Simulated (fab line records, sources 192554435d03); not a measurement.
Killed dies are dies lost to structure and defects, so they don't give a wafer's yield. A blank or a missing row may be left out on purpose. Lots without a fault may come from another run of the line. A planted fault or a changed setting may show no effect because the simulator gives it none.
Chamber matching | flow n5_finfet | N5_GATE_CUT_SAC_CAP_01 on ald_sin-03: 4 sister chambers
The step material SiNx, target thk 24 nm, pulse time 1 s, ald cycles 480. 14 wafers are shown with their chamber, then 7 later ones without.

WAFERS WITH THEIR CHAMBER
wafer  | chamber | heater_power_w (W) | heater_power_outer_w (W) | precursor_pulse_height_rel
L077.1 | 1       | 927                | 521                      | 1.025
L077.3 | 2       | 688                | 469                      | 1.001
L077.6 | 3       | 840                | 490                      | 1.001
L081.1 | 0       | 785                | 448                      | 0.989
L081.4 | 3       | 826                | 488                      | 1.006
L081.5 | 1       | 884                | 510                      | 0.981
L087.2 | 0       | 767                | 454                      | 1.015
L087.3 | 3       | 822                | 483                      | 0.984
L087.5 | 2       | 719                | 461                      | 0.997
L093.3 | 2       | 720                | 480                      | 0.999
L093.4 | 3       | 830                | 488                      | 0.987
L093.6 | 2       | 730                | 477                      | 0.998
L094.1 | 0       | 828                | 477                      | 1.021
L094.5 | 0       | 799                | 483                      | 0.963

SIGNATURES (means of the wafers above)
reading                    | chamber 0 | chamber 1 | chamber 2 | chamber 3 | scatter within a chamber
heater_power_w             | 794.75    | 905.50    | 714.25    | 829.50    | 20.2
heater_power_outer_w       | 465.50    | 515.50    | 471.75    | 487.25    | 10.9
precursor_pulse_height_rel | 0.99700   | 1.00300   | 0.99875   | 0.99450   | 0.0185
Rule: a wafer's distance from a chamber is the root of the sum, over the readings, of the square of ((its reading less the chamber's mean) divided by the reading's scatter). The wafer belongs to the nearest chamber; if the next one is less than 2 further off, it can't be placed. The scatter: the root of (the sum of the squares of (reading less its chamber's mean) over the shown wafers, divided by (wafers less chambers)).

WAFERS WITHOUT THEIR CHAMBER
wafer  | heater_power_w (W) | heater_power_outer_w (W) | precursor_pulse_height_rel
L094.6 | 830                | 499                      | 1.007
L096.1 | 821                | 494                      | 1.013
L096.5 | 829                | 493                      | 1.021
L096.6 | 724                | 471                      | 0.994
L097.1 | 727                | 481                      | 0.977
L097.2 | 865                | 496                      | 1.014
L097.3 | 914                | 519                      | 1.034

WHICH CHAMBER EACH WENT THROUGH
wafer  | from the rows above     | in truth
L094.6 | 3                       | 3
L096.1 | can't be placed: 3 or 0 | 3
L096.5 | can't be placed: 3 or 0 | 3
L096.6 | 2                       | 2
L097.1 | 2                       | 2
L097.2 | can't be placed: 3 or 1 | 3
L097.3 | 1                       | 1
Placed correctly: 4 of 7. Can't be placed from these rows: 3 (the true chamber is among the candidates in 3). Placed wrongly: 0.
